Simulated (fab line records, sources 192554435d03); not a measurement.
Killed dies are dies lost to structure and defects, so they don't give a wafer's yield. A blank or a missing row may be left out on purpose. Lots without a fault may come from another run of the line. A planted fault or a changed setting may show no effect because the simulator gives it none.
fab line records | flow n5_finfet
record lots=10 wafers=30 last_day=18
route steps=1938 shown PMOS_HMC_CHANNEL_EPI@66 FIN_SAQP@94 BEOL_M4@1111 PASSIVATION@1936
lots that met no fault: from a run of the same line without faults
start_h: hours from the record's first day to the start of the lot's first wafer shown | wait_h: hours since the lot's step before | " the same as in the row above | L1.1+2: a row that stands for several wafers | - no value, or no start given | * or withheld: withheld | < > ~ a bound
route shown NAME@n: a module of which the file shows steps, and the number in the route of the first | usual: mean/standard deviation of fault-free wafers | same: alike in all rows | chamber/n: place in a boat | sites: the reading at each site | _std_site: their standard deviation | _edge_site: outer sites' mean less inner sites' | radius_mm: how far each site lies from the wafer's centre | mask NAME#n: copy n | behind: the tool/chamber that last shaped the wafer | hold: why the lot was held/for how many hours/how that ended | device: the transistor (n, p or np) that didn't switch | end of line: the same wafers' tests at the end of the route | a step without rows: its recipe alone | killed: dies lost to structure and defects at the first sort, not the wafer's yield | map: a wafer's dies, x killed, . not, _ none there
set.NAME: the setting as run; set.NAME@STEP: as run at that earlier step | model.NAME: the simulator's own value behind a step, which no gauge read
steps of the route over a sample of lots; a table a step, a row a wafer
services: from which hour (start_h, from the record's first day; less than 0 if before it) a tool's chamber was out of use, for how many hours, and why
## steps
# step N5_PMOS_HMC_CHANNEL_EPI_OVL_MEAS_10
# recipe points_per_wafer=44
# usual PMOS_HMC_BLK_OVL=0.1/0.71
# columns lot.wafer tool chamber start_h wait_h PMOS_HMC_BLK_OVL[nm]
L264.2 overlay-02 0 17.26 0.0 -0.6
L264.5 " 0 " " -0.9
L264.6 " 0 " " 0.8
L268.1 overlay-01 0 41.22 0.0 0.7
L268.4 " 0 " " -0.3
L268.6 " 0 " " 0.4
L271.2 overlay-02 0 58.98 0.0 -0.9
L271.5 " 0 " " -0.4
L271.6 " 0 " " -0.4
L272.1 overlay-02 0 65.04 0.0 0.9
L272.5 " 0 " " 0.7
L272.6 " 0 " " 1.6
L273.1 overlay-01 0 71.48 0.0 0.1
L273.3 " 0 " " -0.7
L273.4 " 0 " " -0.4
L282.4 overlay-01 0 125.85 0.0 0.4
L282.5 " 0 " " -0.4
L282.6 " 0 " " 0.3
L284.2 overlay-02 0 137.85 0.0 0.1
L284.4 " 0 " " 0.1
L284.6 " 0 " " -0.1
L285.1 overlay-01 0 143.03 0.0 -1.3
L285.4 " 0 " " -0.8
L285.5 " 0 " " -0.5
L286.2 overlay-02 0 149.38 0.0 0.5
L286.4 " 0 " " 0.7
L286.6 " 0 " " -0.6
L287.4 overlay-02 0 155.16 0.0 0.5
L287.5 " 0 " " 1.5
L287.6 " 0 " " 0.9
# step N5_PMOS_HMC_CHANNEL_EPI_INSPECT_11
# recipe mode=adi inspect_instrument=macro
# usual raw_defect_count=2.1/1.4
# columns lot.wafer tool chamber start_h wait_h raw_defect_count
L264.2 defect_inspect-02 - 17.28 0.0 1
L264.5 " - " " 3
L264.6 " - " " 1
L268.1 defect_inspect-02 - 41.25 0.0 2
L268.4 " - " " 2
L268.6 " - " " 4
L271.2 defect_inspect-01 - 59.00 0.0 1
L271.5 " - " " 3
L271.6 " - " " 1
L272.1 defect_inspect-01 - 65.06 0.0 2
L272.5 " - " " 1
L272.6 " - " " 3
L273.1 defect_inspect-01 - 71.50 0.0 1
L273.3 " - " " 0
L273.4 " - " " 1
L282.4 defect_inspect-02 - 125.87 0.0 4
L282.5 " - " " 2
L282.6 " - " " 1
L284.2 defect_inspect-02 - 137.87 0.0 0
L284.4 " - " " 3
L284.6 " - " " 2
L285.1 defect_inspect-02 - 143.06 0.0 0
L285.4 " - " " 7
L285.5 " - " " 1
L286.2 defect_inspect-01 - 149.40 0.0 1
L286.4 " - " " 4
L286.6 " - " " 2
L287.4 defect_inspect-01 - 155.19 0.0 2
L287.5 " - " " 0
L287.6 " - " " 4
# step N5_PMOS_HMC_CHANNEL_EPI_FIN_RECESS_16
# recipe chemistry=HBr/Cl2 target=Si mask_material=SiO2 target_depth_a=540 time_s=18 pressure_mtorr=10 icp_w=800 bias_w=75 HBr_flow_sccm=150 Cl2_flow_sccm=80
# usual drypump_motor_current_A=5.8/0.39 oes_product_au=0.995/0.016 throttle_valve_pct=35.54/0.28
# columns lot.wafer tool chamber start_h wait_h drypump_motor_current_A oes_product_au rf_hours_counter_h throttle_valve_pct
L264.2 rie_si-05 2 17.84 0.0 6.5 0.996 10 35.99
L264.5 " 2 " " 6.5 0.998 - 35.99
L264.6 " 3 " " 6.1 0.982 - 35.41
L268.1 rie_si-05 2 41.74 0.0 6.5 0.993 10 35.99
L268.4 " 0 " " 5.6 0.997 3 35.50
L268.6 " 3 " " 6.2 0.982 - 35.42
L271.2 rie_si-04 1 59.49 0.0 5.4 0.975 52 35.43
L271.5 " 0 " " 5.0 1.009 - 35.45
L271.6 " 1 " " 5.4 0.966 - 35.43
L272.1 rie_si-05 0 66.09 0.0 5.6 0.998 4 35.50
L272.5 " 0 " " 5.6 1.002 - 35.50
L272.6 " 1 " " 5.7 1.023 - 35.65
L273.1 rie_si-02 2 71.99 0.0 5.5 0.999 165 35.13
L273.3 " 3 " " 6.0 1.008 84 35.84
L273.4 " 1 " " 5.8 0.958 124 35.52
L282.4 rie_si-02 3 126.42 0.0 6.0 1.017 85 35.84
L282.5 " 0 " " 6.1 0.980 - 35.36
L282.6 " 1 " " 5.9 0.975 - 35.52
L284.2 rie_si-04 1 138.46 0.0 5.4 0.974 53 35.41
L284.4 " 3 " " 6.0 1.013 183 35.22
L284.6 " 2 " " 5.5 0.998 - 36.06
L285.1 rie_si-02 2 143.76 0.0 5.6 1.002 166 35.15
L285.4 " 1 " " 5.9 0.964 125 35.53
L285.5 " 2 " " 5.6 1.005 - 35.12
L286.2 rie_si-05 1 149.89 0.0 5.7 1.019 93 35.65
L286.4 " 0 " " 5.6 0.998 5 35.51
L286.6 " 2 " " 6.5 1.000 - 35.98
L287.4 rie_si-04 3 155.69 0.0 6.1 1.013 183 35.20
L287.5 " 1 " " 5.4 0.975 - 35.42
L287.6 " 2 " " 5.5 1.005 - 36.08
# step N5_FIN_SAQP_ALD_61
# recipe material=SiO2 target_thk_a=40 temp_c=300 ald_precursor_family=BDEAS ald_co_reactant=O2-plasma pulse_time_s=1 purge_time_s=2 co_reactant_purge_time_s=2 ald_cycles=43 pressure_torr=2
# usual ald_cycles=43/0 heater_power_w=478/42 precursor_pulse_height_rel=1.001/0.019 susceptor_temp_C=300.02/0.19
# columns lot.wafer tool chamber start_h wait_h ald_cycles heater_power_w precursor_pulse_height_rel susceptor_temp_C
L264.2 ald_sin-04 3 20.59 0.3 43 541 0.983 300.21
L264.5 " 1 " " 43 507 0.988 299.77
L264.6 " 2 " " 43 524 0.980 300.13
L268.1 ald_sin-03 0 44.15 0.0 43 472 1.020 300.21
L268.4 " 3 " " 43 474 1.032 299.82
L268.6 " 2 " " 43 456 1.009 300.00
L271.2 ald_sin-03 2 63.15 1.3 43 451 1.011 299.93
L271.5 " 3 " " 43 468 1.025 299.96
L271.6 " 0 " " 43 468 1.002 299.91
L272.1 ald_sin-03 1 68.62 0.2 43 510 1.011 299.89
L272.5 " 0 " " 41 469 0.992 300.01
L272.6 " 1 " " 43 504 0.951 299.83
L273.1 ald_sin-03 3 75.58 1.2 43 460 1.031 299.80
L273.3 " 2 " " 41 460 0.999 300.11
L273.4 " 1 " " 41 516 0.991 300.04
L282.4 ald_sin-04 1 128.93 0.0 43 511 1.028 300.07
L282.5 " 0 " " 43 436 0.962 299.81
L282.6 " 3 " " 43 562 1.014 299.74
L284.2 ald_sin-02 1 141.20 0.2 43 445 1.022 299.83
L284.4 " 3 " " 43 451 0.985 299.85
L284.6 " 1 " " 43 435 0.995 300.00
L285.1 ald_sin-03 3 146.29 0.0 43 462 0.988 300.11
L285.4 " 0 " " 43 490 0.996 299.56
L285.5 " 2 " " 43 447 1.041 299.74
L286.2 ald_sin-04 1 152.41 0.0 43 497 1.014 299.93
L286.4 " 3 " " 43 550 1.001 300.12
L286.6 " 3 " " 43 564 1.001 299.76
L287.4 ald_sin-04 0 158.19 0.0 43 417 1.016 299.84
L287.5 " 1 " " 43 497 1.032 300.06
L287.6 " 2 " " 43 534 1.003 299.80
# step N5_BEOL_M4_RC_MEAS_101
# usual DIBL_N=36.3/1.8 DIBL_P=36.5/2.1 IOFF_N=0.16/0.031 IOFF_P=0.22/0.038 ION_N=677/12 ION_P=466/7.8 SS_N=71.5/0.61 SS_P=73.2/0.7 VT_N=249/3 VT_P=-248.9/3
# columns lot.wafer tool chamber start_h wait_h DIBL_N[mV/V] DIBL_P[mV/V] IOFF_N[nA/um] IOFF_P[nA/um] ION_N[uA/um] ION_P[uA/um] SS_N[mV/dec] SS_P[mV/dec] VT_N[mV] VT_P[mV]
L264.2 prober-02 0 187.03 1.1 34.6 35.1 0.14 0.22 676 472 71.2 73.5 251 -245.7
L264.5 " 0 " " 36.4 37.0 0.17 0.24 682 474 70.5 73.3 246 -246.0
L264.6 " 0 " " 34.8 34.2 0.13 0.21 662 464 71.4 72.3 252 -249.5
L268.1 prober-02 0 207.06 0.0 38.6 37.6 0.19 0.25 681 468 71.4 74.4 248 -248.4
L268.4 " 0 " " 36.0 36.0 0.16 0.23 691 473 71.2 73.8 247 -246.6
L268.6 " 0 " " 37.0 36.9 0.17 0.23 694 472 70.9 73.6 248 -249.9
L271.2 prober-02 0 217.02 0.2 35.5 37.0 0.17 0.27 689 478 71.1 73.5 246 -243.1
L271.5 " 0 " " 34.6 35.8 0.15 0.24 687 480 71.0 72.2 249 -246.4
L271.6 " 0 " " 39.3 42.0 0.28 0.38 708 488 72.2 73.6 238 -240.6
L272.1 prober-02 0 226.11 0.0 36.3 36.3 0.14 0.18 665 455 71.3 73.1 252 -255.5
L272.5 " 0 " " 34.8 34.0 0.12 0.15 664 455 71.0 72.9 256 -258.4
L272.6 " 0 " " 38.2 39.1 0.18 0.22 693 465 70.9 74.1 249 -252.0
L273.1 prober-02 0 234.31 0.0 34.3 34.6 0.14 0.21 661 460 71.6 73.9 251 -247.7
L273.3 " 0 " " 34.2 35.0 0.15 0.21 677 472 71.1 73.3 250 -246.4
L273.4 " 0 " " 34.7 35.8 0.14 0.21 662 460 72.2 73.0 252 -247.3
L282.4 prober-02 0 281.58 0.5 34.9 35.1 0.15 0.21 681 469 71.1 72.8 247 -249.8
L282.5 " 0 " " 37.3 38.4 0.20 0.25 686 470 71.6 73.8 247 -248.2
L282.6 " 0 " " 34.2 34.0 0.14 0.18 664 462 71.3 72.1 251 -254.4
L284.2 prober-02 0 300.58 0.2 33.1 33.0 0.12 0.19 661 466 70.7 71.9 255 -247.7
L284.4 " 0 " " 34.5 34.4 0.14 0.21 685 470 70.8 73.4 251 -247.6
L284.6 " 0 " " 35.5 35.7 0.16 0.23 669 469 70.9 72.7 248 -248.0
L285.1 prober-02 0 307.68 0.0 32.2 32.2 0.10 0.15 641 449 70.8 72.1 256 -254.0
L285.4 " 0 " " 32.5 32.5 0.11 0.15 671 462 70.4 72.4 255 -252.8
L285.5 " 0 " " 33.8 33.8 0.12 0.17 650 453 70.7 72.5 253 -252.0
L287.4 prober-01 0 313.39 0.5 34.1 35.5 0.14 0.20 680 469 71.8 72.6 250 -250.0
L287.5 " 0 " " 34.1 34.8 0.14 0.19 661 457 71.4 72.4 249 -249.1
L287.6 " 0 " " 38.3 40.8 0.23 0.31 698 477 71.7 73.5 245 -246.5
L286.2 prober-01 0 316.46 0.2 36.1 36.8 0.17 0.23 682 469 71.8 73.2 248 -249.1
L286.4 " 0 " " 36.2 36.5 0.16 0.23 682 475 71.7 72.9 248 -246.7
L286.6 " 0 " " 36.2 37.3 0.16 0.25 683 467 71.4 73.1 249 -244.5
# step N5_PASSIVATION_PROBE_49
# usual defect_limited_yield=91.2/1.5 killed_at_M0_to_M3=33/9.6 killed_at_M4_up=14/5.6 killed_at_contacts=14/5.5 killed_at_front_end=40/13 killed_at_other=4/3 killed_dies=104/17 killed_open=68/13 killed_short=33/7.2 sort_bin_4_leakage=0.00/0.014 sort_bin_5_function=5.2/0.95 sort_bin_6_memory=3.3/0.62 sort_bin_8_speed=0.00/0.012 sort_n_pass=1076/17 sort_yield_pct=91.2/1.5
# same gross_dies=1180 killed_at_back_side=0
# columns lot.wafer tool chamber start_h wait_h defect_limited_yield[%] killed_at_M0_to_M3 killed_at_M4_up killed_at_contacts killed_at_front_end killed_at_other killed_dies killed_open killed_short sort_bin_4_leakage[%] sort_bin_5_function[%] sort_bin_6_memory[%] sort_bin_8_speed[%] sort_n_pass sort_yield_pct[%]
L268.1 prober-01 - 315.08 0.0 91.1 24 17 5 57 2 105 73 28 0 5.3 3.2 0 1075 91.1
L268.4 prober-01 - 315.23 0.2 88.8 40 17 16 57 2 132 87 41 0 7.6 3.2 0 1048 88.8
L268.6 prober-01 - 315.33 0.3 88.5 63 19 5 47 2 136 99 30 0 6.4 4.3 0 1044 88.5
L272.1 prober-02 - 331.90 0.0 91.5 41 18 7 34 0 100 68 30 0 5.2 3.1 0 1080 91.5
L272.5 prober-02 - 332.10 0.2 92.8 23 10 13 37 2 85 48 33 0 4.2 2.8 0 1095 92.8
L272.6 prober-02 - 332.15 0.3 89.8 54 21 8 35 2 120 73 44 0 5.9 3.6 0 1060 89.8
L273.1 prober-02 - 347.15 0.2 90.6 28 21 16 41 5 111 77 31 0 5.8 3.2 0 1069 90.6
L273.3 prober-02 - 347.25 0.3 89.3 40 20 12 48 6 126 86 39 0 6.7 3.8 0 1054 89.3
L273.4 prober-02 - 347.30 0.4 92.6 28 14 14 30 1 87 56 28 0 4.4 2.7 0 1093 92.6
L286.2 prober-01 - 427.08 0.1 92.8 21 22 9 30 3 85 61 22 0 4.1 2.9 0 1095 92.8
L286.4 prober-01 - 427.18 0.2 89.6 30 10 10 73 0 123 85 31 0 6.2 3.7 0 1057 89.6
L286.6 prober-01 - 427.28 0.3 88.8 30 8 17 72 5 132 84 43 0 6.8 3.6 0 1048 88.8
L287.4 prober-01 - 429.20 0.2 93.9 29 10 11 17 5 72 41 31 0 3.5 2.5 0 1108 93.9
L287.5 prober-01 - 429.25 0.2 91.9 40 12 11 23 9 95 53 40 0 5.3 2.3 0 1085 91.9
L287.6 prober-01 - 429.30 0.3 93.0 37 6 7 31 2 83 57 24 0 4.1 2.5 0 1097 93.0
# killed by level:class
L268.1 STI_FIN_REVEAL:geometric_particle:open=16 BEOL_M4:geometric_particle:open=10 DUMMY_GATE:geometric_particle:open=8 FIN_SAQP:geometric_particle:open=7 BEOL_M0_SAQP:geometric_particle:open=6 STARTING-WAFER:geometric_particle:open=6 STI_FIN_REVEAL:geometric_particle:short=5 BEOL_M1:geometric_particle:open=5
L268.4 FIN_SAQP:geometric_particle:open=17 BEOL_M2:geometric_particle:open=15 FIN_SAQP:geometric_particle:short=12 MOL_CONTACT_COAG:geometric_particle:open=11 STI_FIN_REVEAL:geometric_particle:open=9 BEOL_M0_SAQP:geometric_particle:short=9 BEOL_M4:geometric_particle:open=7 BEOL_M0_SAQP:geometric_particle:open=6
L268.6 STI_FIN_REVEAL:geometric_particle:open=17 BEOL_M1:geometric_particle:open=16 FIN_SAQP:geometric_particle:open=11 BEOL_M0_SAQP:geometric_particle:short=11 BEOL_M0_SAQP:geometric_particle:open=11 BEOL_M4:geometric_particle:open=10 BEOL_M2:geometric_particle:open=10 BEOL_M3:geometric_particle:open=6
L272.1 BEOL_M2:geometric_particle:open=12 STI_FIN_REVEAL:geometric_particle:open=9 BEOL_M4:geometric_particle:open=8 FIN_SAQP:geometric_particle:short=7 BEOL_M1:geometric_particle:open=7 MOL_CONTACT_COAG:geometric_particle:open=6 BEOL_M0_SAQP:geometric_particle:short=6 ILD0:geometric_particle:short=5
L272.5 FIN_SAQP:geometric_particle:short=13 MOL_CONTACT_COAG:geometric_particle:open=12 BEOL_M0:geometric_particle:open=5 FIN_SAQP:geometric_particle:open=4 BEOL_M2:geometric_particle:short=4 STI_FIN_REVEAL:geometric_particle:open=4 ILD0:geometric_particle:short=4 BEOL_M0_SAQP:geometric_particle:short=4
L272.6 BEOL_M2:geometric_particle:open=14 BEOL_M0_SAQP:geometric_particle:short=13 BEOL_M0_SAQP:geometric_particle:open=10 FIN_SAQP:geometric_particle:short=9 BEOL_M3:geometric_particle:open=7 BEOL_M4:geometric_particle:open=7 BEOL_M2:geometric_particle:short=6 ILD0:geometric_particle:short=5
L273.1 MOL_CONTACT_COAG:geometric_particle:open=13 STI_FIN_REVEAL:geometric_particle:open=11 FIN_SAQP:geometric_particle:open=8 BEOL_M4:geometric_particle:open=8 BEOL_M0_SAQP:geometric_particle:open=7 BEOL_M3:geometric_particle:open=6 FIN_SAQP:geometric_particle:short=5 GATE_CUT:geometric_particle:short=5
L273.3 BEOL_M3:geometric_particle:open=15 STI_FIN_REVEAL:geometric_particle:open=13 MOL_CONTACT_COAG:geometric_particle:open=10 FIN_SAQP:geometric_particle:open=9 FIN_SAQP:geometric_particle:short=6 BEOL_M0_SAQP:geometric_particle:open=6 BEOL_M2:geometric_particle:open=6 BEOL_M4:geometric_particle:open=6
L273.4 MOL_CONTACT_COAG:geometric_particle:open=10 FIN_SAQP:geometric_particle:open=9 FIN_SAQP:geometric_particle:short=8 BEOL_M3:geometric_particle:open=8 BEOL_M0_SAQP:geometric_particle:short=8 STI_FIN_REVEAL:geometric_particle:open=4 MOL_CONTACT_COAG:geometric_particle:short=4 BEOL_M0_SAQP:geometric_particle:open=4
L286.2 FIN_SAQP:geometric_particle:open=9 BEOL_M5:geometric_particle:open=8 MOL_CONTACT_COAG:geometric_particle:open=7 BEOL_M4:geometric_particle:open=7 BEOL_M0_SAQP:geometric_particle:open=6 BEOL_M3:geometric_particle:open=6 FIN_SAQP:geometric_particle:short=5 GATE_CUT:geometric_particle:short=4
L286.4 FIN_SAQP:geometric_particle:open=36 FIN_SAQP:geometric_particle:short=15 BEOL_M2:geometric_particle:open=12 MOL_CONTACT_COAG:geometric_particle:open=7 BEOL_M0_SAQP:geometric_particle:open=6 BEOL_M4:geometric_particle:open=6 BEOL_M3:geometric_particle:open=5 HKMG_FIN:area_etch=4
L286.6 FIN_SAQP:geometric_particle:open=29 FIN_SAQP:geometric_particle:short=18 MOL_CONTACT_COAG:geometric_particle:open=14 STI_FIN_REVEAL:geometric_particle:open=9 BEOL_M3:geometric_particle:open=7 BEOL_M0_SAQP:geometric_particle:open=6 STI_FIN_REVEAL:geometric_particle:short=3 GATE_CUT:geometric_particle:short=3
L287.4 BEOL_M0_SAQP:geometric_particle:open=8 BEOL_M0_SAQP:geometric_particle:short=6 MOL_CONTACT_COAG:geometric_particle:open=6 MOL_CONTACT_COAG:geometric_particle:short=5 BEOL_M2:geometric_particle:open=5 GATE_CUT:geometric_particle:short=3 BEOL_M0:geometric_particle:open=3 BEOL_M1:geometric_particle:open=3
L287.5 BEOL_M0_SAQP:geometric_particle:short=18 MOL_CONTACT_COAG:geometric_particle:open=7 BEOL_M2:geometric_particle:open=7 DUMMY_GATE:geometric_particle:open=5 BEOL_M0_SAQP:geometric_particle:open=5 BEOL_M4:geometric_particle:open=5 MIM_TOP_ETCH:geometric_particle:short=4 FIN_SAQP:geometric_particle:short=3
L287.6 FIN_SAQP:geometric_particle:open=11 BEOL_M0_SAQP:geometric_particle:open=9 BEOL_M1:geometric_particle:open=8 FIN_SAQP:geometric_particle:short=7 BEOL_M2:geometric_particle:open=7 MOL_CONTACT_COAG:geometric_particle:open=6 BEOL_M0_SAQP:geometric_particle:short=5 BEOL_M3:geometric_particle:open=4
## services
# columns tool chamber start_h hours kind
ald_sin-04 - -6.07 14.0 pm
ald_sin-04 0 -6.07 14.0 vent_cycle
ald_sin-04 1 -6.07 14.0 vent_cycle
ald_sin-04 2 -6.07 14.0 vent_cycle
ald_sin-04 3 -6.07 14.0 vent_cycle
ald_sin-02 0 -5.42 9.1 repair
ald_sin-02 3 -0.27 3.7 repair
ald_sin-04 0 7.93 - clean
ald_sin-04 1 7.93 - clean
ald_sin-04 2 7.93 - clean
ald_sin-04 3 7.93 - clean
ald_sin-04 - 24.39 6.0 pm
ald_sin-04 1 31.27 4.2 repair
ald_sin-02 - 50.91 14.6 pm
rie_si-04 3 67.29 5.4 repair
ald_sin-02 - 85.25 14.0 pm
ald_sin-02 0 85.25 14.0 vent_cycle
ald_sin-02 1 85.25 14.0 vent_cycle
ald_sin-02 2 85.25 14.0 vent_cycle
ald_sin-02 3 85.25 14.0 vent_cycle
ald_sin-02 0 99.25 - clean
ald_sin-02 1 99.25 - clean
ald_sin-02 - 122.50 0.9 repair
rie_si-04 - 129.49 2.8 pm
## key
first_sign step=N5_FIN_SAQP_ALD_61 reading=ald_cycles direction=down sigmas=99+ usual=* struck=*
effect none on later readings
met_at N5_FIN_SAQP_ALD_61
struck_lots L272,L273
struck_wafers L272.5,L273.3,L273.4
not_acting_at N5_PMOS_HMC_CHANNEL_EPI_OVL_MEAS_10,N5_PMOS_HMC_CHANNEL_EPI_INSPECT_11,N5_PMOS_HMC_CHANNEL_EPI_FIN_RECESS_16
onset_between 63.15 68.62
fault kind=process_parameter_drift tool=ald_sin-03 chamber=- onset_h=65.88 steps=N5_FIN_SAQP_ALD_61 channel=ald_cycles offset=* shape=step end_h=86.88 scope=struck_wafers_only acts_in=* stated=*
